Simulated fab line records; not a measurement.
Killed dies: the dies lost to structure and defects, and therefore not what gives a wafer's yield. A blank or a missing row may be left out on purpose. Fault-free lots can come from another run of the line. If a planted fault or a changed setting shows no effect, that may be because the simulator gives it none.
fab line records | flow n5-finfet
[record] lots = 5 | wafers = 14 | last-day = 15
route steps=1938 shown FIN_SAQP@135 BEOL_M4@1111 PASSIVATION@1936
lots with no fault: from the same line, run without faults
start-h: start of the lot's first displayed wafer, in hours after the record's first day | wait-h: how many hours have passed since the lot's step before this one | " the same as in the row above | L1.1+2: several wafers, shown together as one row | - no value, or no start was given | * or withheld: withheld | < > ~ a bound
route shown NAME@n: NAME is a module with steps in the file, n the number in the route of the first one | usual: mean and standard deviation over wafers with no fault | same: alike in all rows | chamber/n: place in a boat | sites: readings site by site | _std_site: how widely they spread, as a standard deviation | _edge_site: inner sites' mean taken away from outer sites' mean | radius-mm: for every site, how far away it sits from the centre of the wafer | mask NAME#n: copy n | behind: the last tool/chamber to shape the wafer | hold: reason for holding the lot/hours on hold/outcome of the hold | device: names the non-switching transistor (n, p or np) | end of line: the tests these same wafers got at the end of their route | step lacking rows: just its recipe | killed: count of dies lost to structure and defects at first sort (not the wafer's yield) | map: the dies of a wafer, with x for killed, . for not killed, _ for no die there
set.NAME: the setting the step ran with; set.NAME@STEP: the setting that earlier step ran with | model.NAME: the simulator's own value behind a step, which no gauge read
certain route steps with their lots: each step a table, each wafer a row
services: from which hour (start-h, from the record's first day; less than 0 if before it) a tool's chamber was out of use, for how many hours, and why
[[steps]]
[step N5_FIN_SAQP_ETCH_67]
[recipe] chemistry = CH3F/O2 | target = SiNx | target-depth-a = 300 | mask-material = SOC | pressure-mtorr = 30 | source-w = 395 | bias-w = 73 | Ar_flow_sccm = 150 | CH3F_flow_sccm = 30 | O2_flow_sccm = 20 | ion-energy-ev = 120
[step N5_FIN_SAQP_STRIP_70]
[recipe] chemistry = N2/H2 | power-w = 500 | temp-c = 40 | pressure-mtorr = 50 | rf-frequency-hz = 6e+07 | overash-fraction = 0.3 | bias-power-w = 28 | h2-frac = 0.5 | n2-flow-sccm = 300 | h2-flow-sccm = 300
[step N5_FIN_SAQP_RECESS_71]
[recipe] chemistry = HF/NH3 | target = SiO2 | target-depth-a = 30 | afs-cycles = 1 | temp-c = 30 | sublimation-temp-c = 180 | sublimation-time-s = 60
[step N5_FIN_SAQP_SPACER2_ALD_28]
[recipe] material = SiO2 | target-thk-a = 81 | temp-c = 300 | ald-precursor-family = BDEAS | ald-co-reactant = O2-plasma | pulse-time-s = 1 | purge-time-s = 2 | co-reactant-purge-time-s = 2 | pressure-torr = 2
[step N5_FIN_SAQP_SPACER2_ETCHBACK_29]
[recipe] chemistry = CHF3/O2 | mode = anisotropic-etchback | target = SiO2 | target-depth-a = 122 | time-s = 6.1 | pressure-mtorr = 30 | source-w = 650 | bias-w = 170 | Ar_flow_sccm = 200 | CHF3_flow_sccm = 50 | O2_flow_sccm = 5 | ion-energy-ev = 200
[step N5_FIN_SAQP_MANDREL2_REMOVE_60]
[recipe] chemistry = HBr/Cl2/O2 | bt-time-s = 10 | target = a-Si | stop-on = SiNx | endpoint = OES-SiCl | over-etch-frac = 1 | icp-w = 600 | bias-w = 22 | HBr_flow_sccm = 150 | Cl2_flow_sccm = 80 | O2_flow_sccm = 5 | pressure-mtorr = 10
[step N5_FIN_SAQP_HM_OPEN_33]
[recipe] chemistry = CH3F/O2 | target = SiNx | mask-material = SiO2 | target-depth-a = 494 | time-s = 70.6 | pressure-mtorr = 30 | source-w = 395 | bias-w = 73 | Ar_flow_sccm = 150 | CH3F_flow_sccm = 30 | O2_flow_sccm = 20 | ion-energy-ev = 120 | ends = cleared
[step N5_FIN_SAQP_ETCH_34]
[recipe] chemistry = C4F6/O2 | target = SiO2 | target-depth-a = 450 | time-s = 15 | ion-energy-ev = 250 | pressure-mtorr = 30 | source-w = 345 | bias-w = 185 | Ar_flow_sccm = 300 | C4F6_flow_sccm = 10 | O2_flow_sccm = 10 | ends = cleared
[step N5_FIN_SAQP_STRIP_77]
[recipe] chemistry = N2/H2 | time-s = 90 | power-w = 100 | temp-c = 40 | pressure-mtorr = 100 | rf-frequency-hz = 6e+07 | bias-power-w = 3 | n2-flow-sccm = 300 | h2-flow-sccm = 300
[step N5_FIN_SAQP_ETCH_64]
[recipe] chemistry = CF4 | target = SiO2 | target-depth-a = 15 | ion-energy-ev = 350 | pressure-mtorr = 10 | icp-w = 800 | bias-w = 400 | cf4-flow-sccm = 80
[step N5_FIN_SAQP_FIN_ETCH_36]
[recipe] chemistry = HBr/Cl2/O2 | target-depth-a = 1200 | mask-material = SiNx | time-s = 50.4 | bias-w = 102 | pressure-mtorr = 10 | icp-w = 800 | HBr_flow_sccm = 150 | Cl2_flow_sccm = 80 | O2_flow_sccm = 12
[usual] HBr_flow_sccm = 150.0/0.47 | O2_flow_sccm = 12.00/0.034 | bias-w = 102.1/0.3 | chamber-pressure-mTorr = 9.999/0.0088 | drypump-motor-current-A = 5.9/0.38 | oes-product-au = 0.995/0.022 | throttle-valve-pct = 36.0/0.35
lot.wafer | tool      | chamber | start-h | wait-h | HBr_flow_sccm | O2_flow_sccm | bias-w | chamber-pressure-mTorr | drypump-motor-current-A | oes-product-au | rf-hours-counter-h | throttle-valve-pct | model.SiNx_of_FIN_SAQP_HM_DEP_03.thk-nm
L986.2    | rie-si-01 | 3       | 50.69   | 0.0    | 150.3         | 11.98        | 101.7  | 10.006                 | 6.3                     | 1.004          | 75                 | 37.0               | 20.2
L986.4    | "         | 0       | "       | "      | 149.5         | 12.03        | 102.3  | 9.990                  | 5.5                     | 1.011          | 86                 | 36.0               | 20.4
L988.1    | rie-si-04 | 2       | 63.41   | 0.0    | -             | -            | -      | -                      | -                       | -              | -                  | -                  | 31.4
L988.2    | "         | 3       | "       | "      | -             | -            | -      | -                      | -                       | -              | -                  | -                  | 32.8
L988.6    | "         | 0       | "       | "      | -             | -            | -      | -                      | -                       | -              | -                  | -                  | 33.4
L989.2    | rie-si-01 | 2       | 68.02   | 0.0    | -             | -            | -      | -                      | -                       | -              | -                  | -                  | 33
L989.3    | "         | 3       | "       | "      | -             | -            | -      | -                      | -                       | -              | -                  | -                  | 32.2
L989.4    | "         | 0       | "       | "      | -             | -            | -      | -                      | -                       | -              | -                  | -                  | 32.6
L990.2    | rie-si-04 | 1       | 75.12   | 0.0    | -             | -            | -      | -                      | -                       | -              | -                  | -                  | 32.2
L990.3    | "         | 0       | "       | "      | -             | -            | -      | -                      | -                       | -              | -                  | -                  | 31.8
L990.4    | "         | 2       | "       | "      | -             | -            | -      | -                      | -                       | -              | -                  | -                  | 32.6
L994.2    | rie-si-01 | 2       | 98.00   | 0.0    | 149.8         | 12.03        | 102.5  | 10.005                 | 5.6                     | 0.930          | 6                  | 36.1               | 22.2
L994.4    | "         | 3       | "       | "      | 150.7         | 11.96        | 101.9  | 9.997                  | 6.2                     | 1.014          | 76                 | 36.9               | 20.8
L994.6    | "         | 2       | "       | "      | 150.1         | 12.03        | 102.1  | 9.994                  | 5.6                     | 0.947          | -                  | 36.1               | 22.6
[step N5_FIN_SAQP_PRECLEAN_38]
[recipe] chemistry = O3/DIW | time-s = 45 | temp-c = 22 | o3-ppm = 10
[step N5_FIN_SAQP_PRECLEAN_45]
[recipe] chemistry = dHF | time-s = 10 | dilution = 500:1 | temp-c = 25
[usual] temp-c = 25.00/0.11
lot.wafer | tool         | chamber | start-h | wait-h | temp-c | model.SiNx_of_FIN_SAQP_HM_DEP_03.thk-nm
L986.2    | wet-bench-04 | 0       | 50.89   | 0.0    | 25.03  | 20.2
L986.4    | "            | 3       | "       | "      | 24.98  | 20.2
L988.1    | wet-bench-06 | 5       | 63.59   | 0.0    | 24.95  | 31.2
L988.2    | "            | 6       | "       | "      | 24.98  | 32.6
L988.6    | "            | 0       | "       | "      | 25.21  | 33.4
L989.2    | wet-bench-04 | 0       | 68.20   | 0.0    | 25.08  | 33
L989.3    | "            | 1       | "       | "      | 25.06  | 32
L989.4    | "            | 5       | "       | "      | 25.15  | 32.6
L990.2    | wet-bench-01 | 3       | 75.30   | 0.0    | 24.92  | 32
L990.3    | "            | 1       | "       | "      | 24.86  | 31.8
L990.4    | "            | 0       | "       | "      | 24.99  | 32.4
L994.2    | wet-bench-06 | 6       | 98.17   | 0.0    | 24.82  | 22.2
L994.4    | "            | 3       | "       | "      | 24.82  | 20.6
L994.6    | "            | 4       | "       | "      | 25.21  | 22.6
[step N5_FIN_SAQP_SRD_39]
[recipe] dry = ipa-marangoni | time-s = 30 | temp-c = 23 | rinse-liquid = diw
[step N5_FIN_SAQP_OCD_MEAS_76]
[usual] trench-depth-nm = 119.9/2.9
lot.wafer | tool   | chamber | start-h | wait-h | trench-depth-nm
L986.2    | ocd-01 | -       | 50.94   | 0.0    | 118.3
L986.4    | "      | -       | "       | "      | 123.9
L988.1    | ocd-01 | -       | 63.63   | 0.0    | 0.3
L988.2    | "      | -       | "       | "      | 0.4
L988.6    | "      | -       | "       | "      | 0.1
L989.2    | ocd-01 | -       | 68.24   | 0.0    | 0
L989.3    | "      | -       | "       | "      | 0
L989.4    | "      | -       | "       | "      | 0
L990.2    | ocd-01 | -       | 75.34   | 0.0    | 0
L990.3    | "      | -       | "       | "      | 0.0
L990.4    | "      | -       | "       | "      | 0
L994.2    | ocd-02 | -       | 98.22   | 0.0    | 112.6
L994.4    | "      | -       | "       | "      | 119.9
L994.6    | "      | -       | "       | "      | 113.9
[step N5_BEOL_M4_RC_MEAS_101]
[usual] DIBL_N = 35.3/2.5 | DIBL_P = 35/3.3 | IOFF_N = 0.15/0.049 | IOFF_P = 0.20/0.056 | ION_N = 673/16 | ION_P = 462/10 | SS_N = 71.2/0.85 | SS_P = 73.0/0.97 | VT_N = 252/4.9 | VT_P = -251/5
lot.wafer | tool      | chamber | start-h | wait-h | DIBL_N[mV/V] | DIBL_P[mV/V] | IOFF_N[nA/um] | IOFF_P[nA/um] | ION_N[uA/um] | ION_P[uA/um] | SS_N[mV/dec] | SS_P[mV/dec] | VT_N[mV] | VT_P[mV]
L986.2    | prober-02 | 0       | 201.76  | 0.2    | 33.4         | 33           | 0.11          | 0.19          | 652          | 453          | 70.7         | 72.3         | 253      | -249
L986.4    | "         | 0       | "       | "      | 34.1         | 33           | 0.13          | 0.18          | 671          | 467          | 70.3         | 72.1         | 251      | -247
L994.2    | prober-02 | 0       | 245.39  | 0.2    | 34.1         | 34           | 0.12          | 0.16          | 660          | 451          | 70.8         | 72.9         | 254      | -253
L994.4    | "         | 0       | "       | "      | 33.9         | 33           | 0.11          | 0.15          | 647          | 444          | 71.1         | 72.8         | 255      | -255
L994.6    | "         | 0       | "       | "      | 33.5         | 33           | 0.11          | 0.14          | 670          | 456          | 71.1         | 72.7         | 258      | -252
[step N5_PASSIVATION_PROBE_49]
[usual] killed_at_M0_to_M3 = 33/9.9 | killed_at_M4_up = 15/5.6 | killed-at-contacts = 13/5.7 | killed-at-front-end = 38/12 | killed-at-other = 4/3.1 | killed-dies = 103/17 | killed-on-rim = 13/4 | killed-open = 66/13 | killed-short = 32/7.8
[same] gross-dies = 1180 | killed-at-back-side = 0
lot.wafer | tool      | chamber | start-h | wait-h | killed_at_M0_to_M3 | killed_at_M4_up | killed-at-contacts | killed-at-front-end | killed-at-other | killed-dies | killed-on-rim | killed-open | killed-short
L986.2    | prober-01 | -       | 305.38  | 0.1    | 33                 | 12              | 18                 | 49                  | 8               | 120         | 12            | 84          | 35
L986.4    | prober-01 | -       | 305.48  | 0.2    | 26                 | 14              | 31                 | 55                  | 3               | 129         | 16            | 88          | 38
L988.1    | prober-02 | -       | 321.17  | 0.0    | 33                 | 19              | 16                 | 1109                | 3               | 1180        | 152           | 89          | 35
L988.2    | prober-02 | -       | 321.22  | 0.1    | 33                 | 12              | 15                 | 1117                | 3               | 1180        | 152           | 77          | 41
L988.6    | prober-02 | -       | 321.42  | 0.3    | 26                 | 20              | 21                 | 1110                | 3               | 1180        | 152           | 73          | 28
L990.2    | prober-01 | -       | 335.23  | 0.1    | 24                 | 7               | 12                 | 1128                | 9               | 1180        | 152           | 49          | 29
L990.3    | prober-01 | -       | 335.28  | 0.1    | 29                 | 23              | 10                 | 1111                | 7               | 1180        | 152           | 68          | 36
L990.4    | prober-01 | -       | 335.33  | 0.2    | 33                 | 8               | 10                 | 1125                | 4               | 1180        | 152           | 50          | 44
L994.2    | prober-01 | -       | 356.44  | 0.1    | 46                 | 12              | 21                 | 37                  | 1               | 117         | 15            | 79          | 37
L994.4    | prober-01 | -       | 356.54  | 0.2    | 36                 | 14              | 21                 | 33                  | 8               | 112         | 16            | 76          | 30
L994.6    | prober-01 | -       | 356.64  | 0.3    | 45                 | 9               | 15                 | 35                  | 4               | 108         | 18            | 74          | 29
// killed by level:class
L986.2 MOL_CONTACT_COAG:geometric-particle:open=14 STI_FIN_REVEAL:geometric-particle:open=13 FIN_SAQP:geometric-particle:short=9 FIN_SAQP:geometric-particle:open=7 BEOL_M0_SAQP:geometric-particle:open=7 BEOL_M0_SAQP:geometric-particle:short=7 BEOL_M1:geometric-particle:open=6 BEOL_M3:geometric-particle:open=6
L986.4 MOL_CONTACT_COAG:geometric-particle:open=26 FIN_SAQP:geometric-particle:open=7 STI_FIN_REVEAL:geometric-particle:open=7 DUMMY_GATE:geometric-particle:open=7 BEOL_M0_SAQP:geometric-particle:open=6 BEOL_M1:geometric-particle:open=6 FIN_SAQP:geometric-particle:short=5 GATE_CUT:geometric-particle:short=5
L988.1 FIN_SAQP:area-etch=1056 FIN_SAQP:geometric-particle:open=17 FIN_SAQP:geometric-particle:short=14 MOL_CONTACT_COAG:geometric-particle:open=14 BEOL_M5:geometric-particle:open=9 BEOL_M2:geometric-particle:open=8 BEOL_M0_SAQP:geometric-particle:open=7 GATE_CUT:geometric-particle:short=6
L988.2 FIN_SAQP:area-etch=1062 FIN_SAQP:geometric-particle:open=15 FIN_SAQP:geometric-particle:short=15 BEOL_M0_SAQP:geometric-particle:short=13 MOL_CONTACT_COAG:geometric-particle:open=12 BEOL_M0_SAQP:geometric-particle:open=10 DUMMY_GATE:geometric-particle:open=8 STI_FIN_REVEAL:geometric-particle:open=6
L988.6 FIN_SAQP:area-etch=1077 MOL_CONTACT_COAG:geometric-particle:open=18 FIN_SAQP:geometric-particle:open=12 FIN_SAQP:geometric-particle:short=9 BEOL_M0_SAQP:geometric-particle:open=8 BEOL_M5:geometric-particle:open=7 BEOL_M2:geometric-particle:open=5 BEOL_M0_SAQP:geometric-particle:short=4
L990.2 FIN_SAQP:area-etch=1100 MOL_CONTACT_COAG:geometric-particle:open=9 BEOL_M0_SAQP:geometric-particle:short=6 FIN_SAQP:geometric-particle:open=5 STI_FIN_REVEAL:geometric-particle:open=5 BEOL_M1:geometric-particle:open=5 STARTING-WAFER:geometric-particle:short=4 BEOL_M2:geometric-particle:open=4
L990.3 FIN_SAQP:area-etch=1076 BEOL_M4:geometric-particle:open=13 FIN_SAQP:geometric-particle:short=10 FIN_SAQP:geometric-particle:open=8 BEOL_M0_SAQP:geometric-particle:open=8 MOL_CONTACT_COAG:geometric-particle:open=7 STI_FIN_REVEAL:geometric-particle:open=6 BEOL_M0_SAQP:geometric-particle:short=5
L990.4 FIN_SAQP:area-etch=1085 BEOL_M1:geometric-particle:open=11 GATE_CUT:geometric-particle:short=9 FIN_SAQP:geometric-particle:short=8 BEOL_M0_SAQP:geometric-particle:short=8 MOL_CONTACT_COAG:geometric-particle:open=7 BEOL_M3:geometric-particle:open=7 STI_FIN_REVEAL:geometric-particle:open=6
L994.2 MOL_CONTACT_COAG:geometric-particle:open=14 BEOL_M1:geometric-particle:open=14 FIN_SAQP:geometric-particle:open=8 STI_FIN_REVEAL:geometric-particle:open=8 BEOL_M0_SAQP:geometric-particle:open=7 MOL_CONTACT_COAG:geometric-particle:short=7 BEOL_M0_SAQP:geometric-particle:short=7 BEOL_M4:geometric-particle:open=6
L994.4 MOL_CONTACT_COAG:geometric-particle:open=17 BEOL_M3:geometric-particle:open=10 BEOL_M1:geometric-particle:open=8 FIN_SAQP:geometric-particle:open=7 STI_FIN_REVEAL:geometric-particle:open=7 FIN_SAQP:geometric-particle:short=6 STARTING-WAFER:geometric-particle:short=5 BEOL_M4:geometric-particle:open=5
L994.6 BEOL_M2:geometric-particle:open=17 MOL_CONTACT_COAG:geometric-particle:open=13 BEOL_M0_SAQP:geometric-particle:open=7 FIN_SAQP:geometric-particle:open=6 GATE_CUT:geometric-particle:short=6 BEOL_M0_SAQP:geometric-particle:short=5 BEOL_M0:geometric-particle:open=5 BEOL_M3:geometric-particle:open=5
// map L988.1 (x killed, . not)
_________________xxxxxxxxxxxx________________
______________xxxxxxxxxxxxxxxxxx_____________
___________xxxxxxxxxxxxxxxxxxxxxxxx__________
__________xxxxxxxxxxxxxxxxxxxxxxxxxx_________
________xxxxxxxxxxxxxxxxxxxxxxxxxxxxxx_______
_______xxxxxxxxxxxxxxxxxxxxxxxxxxxxxxxx______
______xxxxxxxxxxxxxxxxxxxxxxxxxxxxxxxxxx_____
_____xxxxxxxxxxxxxxxxxxxxxxxxxxxxxxxxxxxx____
____xxxxxxxxxxxxxxxxxxxxxxxxxxxxxxxxxxxxxx___
___xxxxxxxxxxxxxxxxxxxxxxxxxxxxxxxxxxxxxxxx__
___xxxxxxxxxxxxxxxxxxxxxxxxxxxxxxxxxxxxxxxx__
__xxxxxxxxxxxxxxxxxxxxxxxxxxxxxxxxxxxxxxxxxx_
__xxxxxxxxxxxxxxxxxxxxxxxxxxxxxxxxxxxxxxxxxx_
_xxxxxxxxxxxxxxxxxxxxxxxxxxxxxxxxxxxxxxxxxxxx
_xxxxxxxxxxxxxxxxxxxxxxxxxxxxxxxxxxxxxxxxxxxx
_xxxxxxxxxxxxxxxxxxxxxxxxxxxxxxxxxxxxxxxxxxxx
_xxxxxxxxxxxxxxxxxxxxxxxxxxxxxxxxxxxxxxxxxxxx
_xxxxxxxxxxxxxxxxxxxxxxxxxxxxxxxxxxxxxxxxxxxx
_xxxxxxxxxxxxxxxxxxxxxxxxxxxxxxxxxxxxxxxxxxxx
_xxxxxxxxxxxxxxxxxxxxxxxxxxxxxxxxxxxxxxxxxxxx
_xxxxxxxxxxxxxxxxxxxxxxxxxxxxxxxxxxxxxxxxxxxx
__xxxxxxxxxxxxxxxxxxxxxxxxxxxxxxxxxxxxxxxxxx_
__xxxxxxxxxxxxxxxxxxxxxxxxxxxxxxxxxxxxxxxxxx_
___xxxxxxxxxxxxxxxxxxxxxxxxxxxxxxxxxxxxxxxx__
___xxxxxxxxxxxxxxxxxxxxxxxxxxxxxxxxxxxxxxxx__
____xxxxxxxxxxxxxxxxxxxxxxxxxxxxxxxxxxxxxx___
_____xxxxxxxxxxxxxxxxxxxxxxxxxxxxxxxxxxxx____
______xxxxxxxxxxxxxxxxxxxxxxxxxxxxxxxxxx_____
_______xxxxxxxxxxxxxxxxxxxxxxxxxxxxxxxx______
________xxxxxxxxxxxxxxxxxxxxxxxxxxxxxx_______
__________xxxxxxxxxxxxxxxxxxxxxxxxxx_________
___________xxxxxxxxxxxxxxxxxxxxxxxx__________
______________xxxxxxxxxxxxxxxxxx_____________
_________________xxxxxxxxxxxx________________
// map L990.2 (x killed, . not)
_________________xxxxxxxxxxxx________________
______________xxxxxxxxxxxxxxxxxx_____________
___________xxxxxxxxxxxxxxxxxxxxxxxx__________
__________xxxxxxxxxxxxxxxxxxxxxxxxxx_________
________xxxxxxxxxxxxxxxxxxxxxxxxxxxxxx_______
_______xxxxxxxxxxxxxxxxxxxxxxxxxxxxxxxx______
______xxxxxxxxxxxxxxxxxxxxxxxxxxxxxxxxxx_____
_____xxxxxxxxxxxxxxxxxxxxxxxxxxxxxxxxxxxx____
____xxxxxxxxxxxxxxxxxxxxxxxxxxxxxxxxxxxxxx___
___xxxxxxxxxxxxxxxxxxxxxxxxxxxxxxxxxxxxxxxx__
___xxxxxxxxxxxxxxxxxxxxxxxxxxxxxxxxxxxxxxxx__
__xxxxxxxxxxxxxxxxxxxxxxxxxxxxxxxxxxxxxxxxxx_
__xxxxxxxxxxxxxxxxxxxxxxxxxxxxxxxxxxxxxxxxxx_
_xxxxxxxxxxxxxxxxxxxxxxxxxxxxxxxxxxxxxxxxxxxx
_xxxxxxxxxxxxxxxxxxxxxxxxxxxxxxxxxxxxxxxxxxxx
_xxxxxxxxxxxxxxxxxxxxxxxxxxxxxxxxxxxxxxxxxxxx
_xxxxxxxxxxxxxxxxxxxxxxxxxxxxxxxxxxxxxxxxxxxx
_xxxxxxxxxxxxxxxxxxxxxxxxxxxxxxxxxxxxxxxxxxxx
_xxxxxxxxxxxxxxxxxxxxxxxxxxxxxxxxxxxxxxxxxxxx
_xxxxxxxxxxxxxxxxxxxxxxxxxxxxxxxxxxxxxxxxxxxx
_xxxxxxxxxxxxxxxxxxxxxxxxxxxxxxxxxxxxxxxxxxxx
__xxxxxxxxxxxxxxxxxxxxxxxxxxxxxxxxxxxxxxxxxx_
__xxxxxxxxxxxxxxxxxxxxxxxxxxxxxxxxxxxxxxxxxx_
___xxxxxxxxxxxxxxxxxxxxxxxxxxxxxxxxxxxxxxxx__
___xxxxxxxxxxxxxxxxxxxxxxxxxxxxxxxxxxxxxxxx__
____xxxxxxxxxxxxxxxxxxxxxxxxxxxxxxxxxxxxxx___
_____xxxxxxxxxxxxxxxxxxxxxxxxxxxxxxxxxxxx____
______xxxxxxxxxxxxxxxxxxxxxxxxxxxxxxxxxx_____
_______xxxxxxxxxxxxxxxxxxxxxxxxxxxxxxxx______
________xxxxxxxxxxxxxxxxxxxxxxxxxxxxxx_______
__________xxxxxxxxxxxxxxxxxxxxxxxxxx_________
___________xxxxxxxxxxxxxxxxxxxxxxxx__________
______________xxxxxxxxxxxxxxxxxx_____________
_________________xxxxxxxxxxxx________________
[[services]]
tool         | chamber | start-h | hours | kind
rie-si-04    | 1       | 40.83   | -     | clean
rie-si-04    | 1       | 40.83   | -     | consumable-replace:focus-ring
rie-si-04    | 1       | 40.83   | 23.6  | scheduled-down
rie-si-04    | 1       | 40.83   | 23.6  | vent-cycle
rie-si-04    | 3       | 41.88   | 2.1   | repair
wet-bench-01 | -       | 78.61   | 2.3   | repair
rie-si-01    | 0       | 83.12   | 11.9  | repair
[[key]]
[first-sign] step = N5_FIN_SAQP_FIN_ETCH_36 | reading = tool-record | direction = missing
[effect] step = N5_FIN_SAQP_OCD_MEAS_76 | reading = trench-depth-nm | direction = down | sigmas = 41 | usual = 119.9 | struck = 0.1
[effect] step = N5_PASSIVATION_PROBE_49 | reading = killed-at-front-end | direction = up | sigmas = 94 | usual = 38 | struck = 1117
[model-effect] step = N5_FIN_SAQP_FIN_ETCH_36 | value = SiNx_of_FIN_SAQP_HM_DEP_03.thk-nm | without = 21.16 | struck = 32.44
[model-effect] step = N5_FIN_SAQP_PRECLEAN_45 | value = SiNx_of_FIN_SAQP_HM_DEP_03.thk-nm | without = 21.09 | struck = 32.33
[more-kills-born-at] N5_FIN_SAQP_FIN_ETCH_36@rie-si-04 = 6456
met-at N5_FIN_SAQP_FIN_ETCH_36
struck-wafers L988.1,L988.2,L988.6,L989.2,L989.3,L989.4,L990.2,L990.3,L990.4
rows-end L989.2,L989.3,L989.4
later-rows-left-out L988.1,L988.2,L988.6,L990.2,L990.3,L990.4
tester-left-out L988,L990
onset-between 50.69 63.41
[fault] kind = skipped-step-whole | tool = rie-si-01,rie-si-04 | chamber = - | onset-h = 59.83 | steps = N5_FIN_SAQP_FIN_ETCH_36 | scope = struck-lots-only
// tester-left-out: of these lots the tester's yield and bins aren't shown, on N5 and GAA mostly nor the transistor test; their killed dies are dies lost to structure and defects alone, not to doping, threshold or leakage, so they don't give the yield
// later-rows-left-out: the simulator's readings of these wafers behind a module that went badly wrong aren't trusted and aren't shown, but for the sort
// rows-end: these wafers met a further fault down the route, and their rows from its step on are left out
